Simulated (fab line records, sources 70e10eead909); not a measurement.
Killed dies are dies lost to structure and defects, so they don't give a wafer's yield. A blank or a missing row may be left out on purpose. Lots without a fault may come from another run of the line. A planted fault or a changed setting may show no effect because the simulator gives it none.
fab line records | flow nand_harc
record lots=11 wafers=33 last_day=24
route steps=1159 shown A_CHANNEL_HOLE_D1@450 END@1159
lots that met no fault: from a run of the same line without faults
start_h: hours from the record's first day to the start of the lot's first wafer shown | wait_h: hours since the lot's step before | " the same as in the row above | L1.1+2: a row that stands for several wafers | - no value, or no start given | * or withheld: withheld | < > ~ a bound
route shown NAME@n: a module of which the file shows steps, and the number in the route of the first | usual: mean/standard deviation of fault-free wafers | same: alike in all rows | chamber/n: place in a boat | sites: the reading at each site | _std_site: their standard deviation | _edge_site: outer sites' mean less inner sites' | radius_mm: how far each site lies from the wafer's centre | mask NAME#n: copy n | behind: the tool/chamber that last shaped the wafer | hold: why the lot was held/for how many hours/how that ended | device: the transistor (n, p or np) that didn't switch | end of line: the same wafers' tests at the end of the route | a step without rows: its recipe alone | killed: dies lost to structure and defects at the first sort, not the wafer's yield | map: a wafer's dies, x killed, . not, _ none there
set.NAME: the setting as run; set.NAME@STEP: as run at that earlier step | model.NAME: the simulator's own value behind a step, which no gauge read
steps of the route over a sample of lots; a table a step, a row a wafer
services: from which hour (start_h, from the record's first day; less than 0 if before it) a tool's chamber was out of use, for how many hours, and why
## steps
# step NHARC_A_CHANNEL_HOLE_D1_DEP_00
# recipe target_thk_a=31000 temp_c=400 material=aC
# usual throttle_valve_pct=35.000/0.0086
# columns lot.wafer tool chamber start_h wait_h throttle_valve_pct
L734.1 acl_dep-01 0 179.80 1.7 34.991
L734.2 " 0 " " 35.002
L734.3 " 0 " " 35.002
L733.2 acl_dep-03 0 182.13 0.4 34.990
L733.3 " 0 " " 35.006
L733.5 " 0 " " 35.006
L735.2 acl_dep-01 0 182.22 0.4 35.003
L735.3 " 0 " " 34.999
L735.5 " 0 " " 35.002
L736.2 acl_dep-02 0 200.56 1.8 34.991
L736.4 " 0 " " 35.002
L736.5 " 0 " " 34.998
L740.1 acl_dep-03 0 217.69 0.8 35.003
L740.4 " 0 " " 34.993
L740.5 " 0 " " 34.996
L746.3 acl_dep-01 0 265.69 1.1 35.005
L746.5 " 0 " " 34.992
L746.6 " 0 " " 34.987
L749.1 acl_dep-01 0 275.08 0.1 35.008
L749.3 " 0 " " 35.010
L749.4 " 0 " " 35.003
L752.2 acl_dep-03 0 288.37 0.4 35.007
L752.3 " 0 " " 34.989
L752.4 " 0 " " 34.997
L753.3 acl_dep-02 0 300.06 1.6 34.995
L753.5 " 0 " " 35.008
L753.6 " 0 " " 35.008
L754.1 acl_dep-02 0 301.34 2.6 34.980
L754.5 " 0 302.62 3.9 34.991
L754.6 " 0 " " 35.001
L755.1 acl_dep-02 0 306.34 1.7 35.003
L755.2 " 0 " " 35.001
L755.3 " 0 " " 35.004
# step NHARC_A_CHANNEL_HOLE_D1_INSPECT_12
# usual raw_defect_count=5/3.1
# columns lot.wafer tool chamber start_h wait_h raw_defect_count
L734.1 defect_inspect-01 - 182.64 0.0 5
L734.2 " - " " 6
L734.3 " - " " 6
L733.2 defect_inspect-01 - 184.58 0.0 5
L733.3 " - " " 3
L733.5 " - " " 6
L735.2 defect_inspect-01 - 184.75 0.0 4
L735.3 " - " " 4
L735.5 " - " " 8
L736.2 defect_inspect-01 - 202.89 0.0 1
L736.4 " - " " 0
L736.5 " - " " 9
L740.1 defect_inspect-01 - 220.34 0.0 8
L740.4 " - " " 19
L740.5 " - " " 8
L746.3 defect_inspect-02 - 267.84 0.0 349
L746.5 " - " " 326
L746.6 " - " " 323
L749.1 defect_inspect-02 - 277.98 0.0 350
L749.3 " - " " 319
L749.4 " - " " 322
L752.2 defect_inspect-02 - 290.84 0.0 5
L752.3 " - " " 2
L752.4 " - " " 3
L753.3 defect_inspect-01 - 307.90 0.0 9
L753.5 " - " " 5
L753.6 " - " " 4
L754.1 defect_inspect-01 - 307.91 0.0 2
L754.5 " - " " 2
L754.6 " - " " 3
L755.1 defect_inspect-01 - 309.12 0.0 3
L755.2 " - " " 0
L755.3 " - " " 3
# step NHARC_A_CHANNEL_HOLE_D1_DESCUM_15
# recipe time_s=3 o2_flow_sccm=200 ar_flow_sccm=0 bias_power_w=0 chemistry=O2
# usual drypump_motor_current_A=5.6/0.44 oes_product_au=0.999/0.0098 rf_vpp_V=57.8/0.82 showerhead_plenum_p_Torr=1.93/0.08 throttle_valve_pct=11.311/0.0089
# columns lot.wafer tool chamber start_h wait_h drypump_motor_current_A oes_product_au rf_hours_counter_h rf_vpp_V showerhead_plenum_p_Torr throttle_valve_pct
L734.1 rie_diel-05 2 182.70 0.1 5.0 1.005 0 59.6 1.87 11.313
L734.3 " 3 " " 5.2 1.010 0 57.9 2.00 11.303
L734.2 " 0 " " 6.1 0.986 0 56.8 1.99 11.311
L733.2 rie_diel-08 2 184.64 0.1 5.5 1.010 4 56.4 1.85 11.306
L733.3 " 3 " " 5.4 0.992 4 57.1 1.91 11.304
L733.5 " 3 " " 5.4 0.999 - 57.6 1.91 11.320
L735.2 rie_diel-05 1 184.81 0.1 6.4 0.990 1 58.3 1.96 11.304
L735.3 " 3 " " 5.2 1.000 1 57.6 2.00 11.313
L735.5 " 1 " " 6.4 0.999 - 58.3 1.96 11.304
L736.2 rie_diel-09 3 202.98 0.1 5.4 0.995 5 58.6 2.01 11.307
L736.4 " 0 " " 5.7 1.017 - 57.0 1.83 11.306
L736.5 " 1 " " 5.2 1.006 - 57.7 2.06 11.318
L740.1 rie_diel-09 3 220.42 0.1 5.4 0.984 6 58.9 2.01 11.311
L740.5 " 1 " " 5.2 1.006 - 58.3 2.06 11.309
L740.4 " 2 " " 5.7 1.015 - 58.0 1.87 11.316
L746.3 rie_diel-09 2 267.91 0.1 5.7 1.010 0 57.2 1.87 11.299
L746.5 " 2 " " 5.7 1.022 - 58.6 1.87 11.301
L746.6 " 3 " " 5.5 0.988 - 59.2 2.01 11.300
L749.1 rie_diel-08 1 278.04 0.1 6.1 0.999 9 58.3 1.81 11.299
L749.3 " 3 " " 5.4 0.987 10 58.1 1.91 11.307
L749.4 " 0 " " 5.6 0.997 10 57.7 1.81 11.318
L752.3 rie_diel-09 1 290.90 0.1 5.2 0.993 3 57.5 2.06 11.313
L752.2 " 3 " " 5.4 1.000 3 58.5 2.01 11.318
L752.4 " 3 " " 5.4 0.977 - 58.4 2.01 11.302
L753.3 rie_diel-09 1 307.96 0.1 5.2 0.994 4 58.1 2.06 11.312
L753.6 " 1 " " 5.2 0.990 - 57.9 2.06 11.311
L753.5 " 3 " " 5.4 0.987 - 56.8 2.01 11.314
L754.1 rie_diel-05 0 308.00 0.1 6.1 0.994 11 57.9 1.99 11.317
L754.5 " 1 " " 6.4 0.999 - 58.9 1.95 11.307
L754.6 " 2 " " 5.0 0.986 - 56.9 1.87 11.302
L755.3 rie_diel-05 1 309.18 0.1 6.4 1.003 11 58.7 1.95 11.306
L755.1 " 3 " " 5.2 0.995 12 58.7 2.00 11.305
L755.2 " 0 " " 6.0 0.990 12 58.7 1.99 11.313
# step NHARC_A_CHANNEL_HOLE_D1_ETCH_34
# recipe target_depth_a=1540 time_s=77 cf4_flow_sccm=100 chf3_flow_sccm=30 ar_flow_sccm=0 rf_w=500 bias_w=200 chemistry=CF4/CHF3
# usual drypump_motor_current_A=5.5/0.41 oes_product_au=0.944/0.022 rf_vpp_V=371.3/2.2 showerhead_plenum_p_Torr=1.59/0.062 throttle_valve_pct=16.803/0.0092
# columns lot.wafer tool chamber start_h wait_h drypump_motor_current_A oes_product_au rf_hours_counter_h rf_vpp_V showerhead_plenum_p_Torr throttle_valve_pct
L734.3 rie_diel-05 2 - - 5.0 0.972 1 368.7 1.54 16.801
L734.2 " 3 " " 5.2 0.967 1 373.2 1.64 16.795
L734.1 " 0 " " 6.0 0.974 1 372.0 1.63 16.808
L733.3 rie_diel-08 3 - - 5.4 0.945 4 370.5 1.57 16.770
L733.2 " 2 " " 5.5 0.950 4 368.7 1.52 16.801
L733.5 " 2 " " 5.5 0.938 - 368.9 1.52 16.809
L735.3 rie_diel-05 1 - - 6.4 0.967 1 370.7 1.61 16.807
L735.2 " 2 " " 5.0 0.973 1 369.3 1.54 16.806
L735.5 " 3 " " 5.2 0.977 - 375.6 1.64 16.788
L736.2 rie_diel-09 0 - - 5.7 0.982 7 367.9 1.51 16.809
L736.5 " 3 " " 5.4 0.960 - 374.7 1.65 16.804
L736.4 " 1 " " 5.2 0.959 - 375.5 1.69 16.806
L740.1 rie_diel-09 2 - - 5.7 0.943 7 369.2 1.54 16.779
L740.4 " 2 " " 5.7 0.939 - 369.9 1.54 16.801
L740.5 " 3 " " 5.4 0.919 - 372.4 1.65 16.806
L746.3 rie_diel-09 2 - - 5.7 0.966 0 369.9 1.54 16.812
L746.6 " 2 " " 5.7 0.977 - 368.7 1.54 16.793
L746.5 " 3 " " 5.4 0.949 - 373.0 1.65 16.812
L749.4 rie_diel-08 3 - - 5.4 0.912 10 371.0 1.57 16.814
L749.1 " 0 " " 5.6 0.933 10 367.3 1.49 16.808
L749.3 " 1 " " 6.1 0.928 9 367.2 1.49 16.803
L752.3 rie_diel-09 2 - - 5.7 0.979 3 369.0 1.54 16.787
L752.2 " 1 " " 5.2 0.964 3 373.9 1.68 16.802
L752.4 " 2 " " 5.7 0.979 - 369.1 1.54 16.801
L754.1 rie_diel-05 3 - - 5.2 0.926 12 373.3 1.64 16.800
L754.5 " 2 " " 5.0 0.927 - 370.9 1.54 16.798
L754.6 " 3 " " 5.2 0.919 - 372.8 1.64 16.803
L753.3 rie_diel-09 1 - - 5.2 0.957 4 374.9 1.68 16.805
L753.6 " 3 " " 5.4 0.956 - 371.3 1.65 16.818
L753.5 " 1 " " 5.2 0.950 - 375.7 1.68 16.816
L755.3 rie_diel-05 1 - - 6.3 0.926 11 370.9 1.61 16.805
L755.1 " 2 " " 5.0 0.924 12 369.2 1.54 16.819
L755.2 " 0 " " 6.1 0.926 12 373.2 1.63 16.796
# step NHARC_A_CHANNEL_HOLE_D1_ETCH_16
# recipe target_depth_a=31000 over_etch_frac=0.3 time_s=806 ion_energy_ev=150 o2_flow_sccm=400 cos_flow_sccm=20 ar_flow_sccm=0 rf_w=500 bias_w=300 chemistry=O2/COS
# usual drypump_motor_current_A=5.6/0.43 oes_product_au=1.000/0.01 rf_vpp_V=314.6/1.9 showerhead_plenum_p_Torr=3.16/0.12 throttle_valve_pct=28.331/0.01
# columns lot.wafer tool chamber start_h wait_h drypump_motor_current_A oes_product_au rf_hours_counter_h rf_vpp_V showerhead_plenum_p_Torr throttle_valve_pct
L734.3 rie_diel-05 0 - - 6.1 0.995 1 315.6 3.24 28.333
L734.2 " 2 " " 5.0 1.010 1 313.6 3.06 28.338
L734.1 " 3 " " 5.2 1.017 1 317.0 3.26 28.333
L733.3 rie_diel-08 0 - - 5.6 1.016 4 313.6 2.97 28.336
L733.2 " 2 " " 5.5 1.007 4 313.3 3.02 28.321
L733.5 " 3 " " 5.4 0.998 - 314.7 3.12 28.341
L735.2 rie_diel-05 2 - - 5.0 1.000 1 313.3 3.06 28.319
L735.3 " 0 " " 6.0 0.995 1 316.4 3.24 28.320
L735.5 " 2 " " 5.0 1.003 - 313.3 3.06 28.333
L736.2 rie_diel-09 3 - - 5.5 0.992 5 315.6 3.27 28.330
L736.5 " 3 " " 5.4 0.997 - 317.1 3.27 28.337
L736.4 " 0 " " 5.7 1.020 - 312.4 2.99 28.328
L740.1 rie_diel-09 2 - - 5.8 1.009 7 312.3 3.05 28.343
L740.5 " 2 " " 5.7 1.024 - 313.2 3.05 28.340
L740.4 " 3 " " 5.4 0.980 - 316.0 3.27 28.325
L746.3 rie_diel-09 2 - - 5.7 1.016 0 312.9 3.05 28.346
L746.5 " 2 " " 5.7 1.013 - 311.9 3.05 28.325
L746.6 " 3 " " 5.4 0.990 - 317.1 3.27 28.346
L749.4 rie_diel-08 0 - - 5.6 0.992 11 312.2 2.96 28.311
L749.1 " 1 " " 6.2 0.997 9 311.5 2.96 28.348
L749.3 " 2 " " 5.5 1.006 10 312.4 3.02 28.328
L752.2 rie_diel-09 2 - - 5.7 1.015 3 312.5 3.05 28.326
L752.3 " 3 " " 5.5 0.996 3 317.5 3.27 28.323
L752.4 " 1 " " 5.2 1.007 - 316.3 3.34 28.325
L754.1 rie_diel-05 2 - - 5.0 0.976 11 310.8 3.05 28.324
L754.5 " 1 " " 6.4 0.994 - 314.2 3.19 28.326
L754.6 " 2 " " 5.0 1.002 - 312.2 3.05 28.328
L753.3 rie_diel-09 3 - - 5.4 0.998 4 316.6 3.27 28.317
L753.5 " 2 " " 5.7 1.016 - 312.7 3.05 28.341
L753.6 " 3 " " 5.4 0.995 - 315.2 3.27 28.335
L755.2 rie_diel-05 1 - - 6.4 0.996 11 314.5 3.18 28.333
L755.3 " 2 " " 5.0 0.988 12 311.9 3.05 28.319
L755.1 " 3 " " 5.2 0.991 12 315.6 3.25 28.327
# step NHARC_A_CHANNEL_HOLE_D1_INSPECT_40
# usual raw_defect_count=57/19
# columns lot.wafer tool chamber start_h wait_h raw_defect_count
L734.1 defect_inspect-01 - 189.59 - 61
L734.2 " - " " 39
L734.3 " - " " 39
L733.2 defect_inspect-02 - 191.67 - 44
L733.3 " - " " 64
L733.5 " - " " 45
L735.2 defect_inspect-02 - 193.74 - 20
L735.3 " - " " 43
L735.5 " - " " 36
L736.2 defect_inspect-01 - 212.42 - 45
L736.4 " - " " 59
L736.5 " - " " 47
L740.1 defect_inspect-01 - 227.53 - 68
L740.4 " - " " 60
L740.5 " - " " 70
L746.3 defect_inspect-02 - 275.00 - 437
L746.5 " - " " 391
L746.6 " - " " 386
L749.1 defect_inspect-02 - 285.10 - 445
L749.3 " - " " 383
L749.4 " - " " 402
L752.2 defect_inspect-02 - 298.13 - 58
L752.3 " - " " 39
L752.4 " - " " 56
L754.1 defect_inspect-01 - 314.87 - 44
L754.5 " - " " 35
L754.6 " - " " 56
L753.3 defect_inspect-01 - 319.05 - 68
L753.5 " - " " 65
L753.6 " - " " 51
L755.1 defect_inspect-02 - 323.20 - 66
L755.2 " - " " 73
L755.3 " - " " 63
# step NHARC_END_SORT_01
# recipe temp_c=25
# usual killed_at_array=26/10 killed_at_other=0.5/0.87 killed_at_periphery=3.0/2.5 killed_dies=29/11 killed_open=3.3/1.9 killed_short=1.8/1.5
# same gross_dies=677
# columns lot.wafer tool chamber start_h wait_h killed_at_array killed_at_other killed_at_periphery killed_dies killed_open killed_short
L746.3 prober-02 0 535.81 3.1 97 1 1 99 5 2
L746.5 prober-02 0 537.38 3.6 90 0 1 91 2 2
L746.6 prober-02 0 538.17 3.9 97 0 6 103 4 4
L749.1 prober-01 0 557.93 2.5 91 1 3 95 1 5
L749.3 prober-01 0 559.51 3.1 92 0 4 96 4 2
L749.4 prober-01 0 560.30 3.4 88 0 2 90 6 0
# killed by level:class
L746.3 A_CHANNEL_HOLE_D1:unspecified=69 A_CHANNEL_HOLE_D1:chamber_film_flake=15 A_CONTACT:geometric_particle:open=4 A_WL_FILL:chamber_film_flake=2 A_CONTACT:chamber_film_flake=2 A_CHANNEL_FILL_D1:geometric_particle:short=1 A_CHANNEL_FILL_D1:geometric_particle:open=1 P_STI:chamber_film_flake=1
L746.5 A_CHANNEL_HOLE_D1:unspecified=70 A_CHANNEL_HOLE_D1:chamber_film_flake=10 A_STAIRCASE:chamber_film_flake=3 A_CONTACT:chamber_film_flake=2 A_ONON_D1:geometric_particle:short=1 A_CHANNEL_HOLE_D1:geometric_particle:short=1 A_WL_FILL:geometric_particle:open=1 A_M1:geometric_particle:open=1
L746.6 A_CHANNEL_HOLE_D1:unspecified=72 A_CHANNEL_HOLE_D1:chamber_film_flake=12 A_STAIRCASE:chamber_film_flake=6 P_GATE:chamber_film_flake=3 A_WL_FILL:geometric_particle:short=2 P_CONTACT:geometric_particle:open=1 P_M1:geometric_particle:short=1 A_ONON_D1:geometric_particle:open=1
L749.1 A_CHANNEL_HOLE_D1:unspecified=69 A_CHANNEL_HOLE_D1:chamber_film_flake=13 A_CONTACT:chamber_film_flake=4 A_STAIRCASE:chamber_film_flake=2 P_GATE:geometric_particle:short=1 P_CONTACT:geometric_particle:short=1 P_M0:geometric_particle:short=1 A_STAIRCASE:geometric_particle:short=1
L749.3 A_CHANNEL_HOLE_D1:unspecified=66 A_CHANNEL_HOLE_D1:chamber_film_flake=11 A_CONTACT:chamber_film_flake=9 P_STI:chamber_film_flake=2 P_GATE:geometric_particle:short=1 A_CHANNEL_FILL_D1:geometric_particle:open=1 A_SGD_CUT:geometric_particle:open=1 A_WL_FILL:geometric_particle:open=1
L749.4 A_CHANNEL_HOLE_D1:unspecified=68 A_CHANNEL_HOLE_D1:chamber_film_flake=6 A_CONTACT:chamber_film_flake=6 A_CONTACT:geometric_particle:open=2 A_STAIRCASE:chamber_film_flake=2 P_M0:geometric_particle:open=1 A_ONON_D1:geometric_particle:open=1 A_SGD_CUT:geometric_particle:open=1
## services
# columns tool chamber start_h hours kind
rie_diel-09 0 159.62 - clean
rie_diel-09 1 159.62 - clean
rie_diel-09 2 159.62 - clean
rie_diel-09 3 159.62 - clean
rie_diel-05 - 163.64 9.0 pm
rie_diel-08 - 164.97 0.2 repair
acl_dep-02 - 167.35 13.0 pm
rie_diel-08 - 173.37 0.3 repair
rie_diel-09 0 184.12 - clean
rie_diel-09 1 184.12 - clean
rie_diel-09 2 184.12 - clean
rie_diel-09 3 184.12 - clean
rie_diel-09 2 195.21 9.0 repair
rie_diel-09 3 213.82 6.6 repair
acl_dep-03 - 224.89 13.0 pm
rie_diel-05 2 231.38 7.4 repair
rie_diel-08 0 235.06 4.1 repair
rie_diel-09 - 254.10 9.0 pm
rie_diel-05 2 272.31 3.2 repair
rie_diel-08 0 291.63 3.1 repair
acl_dep-01 - 293.07 13.0 pm
rie_diel-09 3 298.58 5.0 repair
rie_diel-09 - 299.07 0.8 repair
rie_diel-08 - 302.07 9.0 pm
## key
first_sign step=NHARC_A_CHANNEL_HOLE_D1_INSPECT_12 reading=raw_defect_count direction=up sigmas=99+ usual=5 struck=332
effect step=NHARC_A_CHANNEL_HOLE_D1_INSPECT_40 reading=raw_defect_count direction=up sigmas=18 usual=57 struck=407
effect step=NHARC_END_SORT_01 reading=killed_at_array direction=up sigmas=6.7 usual=26 struck=92
more_kills_born_at NHARC_A_CHANNEL_HOLE_D1_DEP_00@acl_dep-01=414
met_at NHARC_A_CHANNEL_HOLE_D1_DEP_00
struck_lots L746,L749
tester_left_out L746,L749
not_acting_at NHARC_A_CHANNEL_HOLE_D1_DESCUM_15,NHARC_A_CHANNEL_HOLE_D1_ETCH_34,NHARC_A_CHANNEL_HOLE_D1_ETCH_16
onset_between 182.22 265.69
fault kind=chamber_particle_source tool=acl_dep-01 chamber=- onset_h=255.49 steps=NHARC_A_CHANNEL_HOLE_D1_DEP_00 rate_per_visit_cm2=0.507 end_h=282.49
# tester_left_out: of these lots the tester's yield and bins aren't shown, on N5 and GAA mostly nor the transistor test; their killed dies are dies lost to structure and defects alone, not to doping, threshold or leakage, so they don't give the yield
